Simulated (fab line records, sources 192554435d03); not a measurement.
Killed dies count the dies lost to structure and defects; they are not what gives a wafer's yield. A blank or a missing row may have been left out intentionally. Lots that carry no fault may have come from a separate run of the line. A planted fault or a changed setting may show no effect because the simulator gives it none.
Matching of chambers	flow n5 finfet	4 sister chambers for N5_BEOL_M13_TRENCH_ETCH_34 on rie diel-03
The step etches SiOC in C4F8/O2/Ar, target depth 413.47 nm, time 162.6 s. 4 wafers are shown with their chamber, then 9 later ones without.

EACH WAFER AND ITS CHAMBER
wafer	chamber	showerhead plenum p Torr (Torr)
L088.5	2	3.59
L088.6	1	3.53
L089.1	3	3.23
L089.5	0	3.48

WAFERS WHOSE CHAMBER IS MISSING
wafer	showerhead plenum p Torr (Torr)
L091.1	3.23
L091.2	3.48
L091.6	3.58
L095.1	3.47
L095.3	3.52
L095.6	3.58
L096.2	3.52
L096.3	3.58
L096.6	3.22

EACH ONE'S CHAMBER
wafer	from the rows above	in truth
L091.1	3	3
L091.2	0	0
L091.6	2	2
L095.1	0	0
L095.3	1	1
L095.6	2	2
L096.2	1	1
L096.3	2	2
L096.6	3	3
Correctly placed: 9 of 9. Left unplaced by these rows: 0. Placed wrongly: 0.
How it was worked out, from the rows above alone: a wafer's distance from a chamber is the root of the sum, over the readings, of the square of ((its reading less the chamber's mean) divided by the reading's scatter). If the next closest chamber is less than 2 further off than the closest, the wafer can't be placed; otherwise it belongs to the closest. A chamber's mean is the mean of its shown wafers. The scatter (one wafer shown for each chamber): square how far every hidden wafer sits from the nearest shown wafer, average those squares and take the square root.
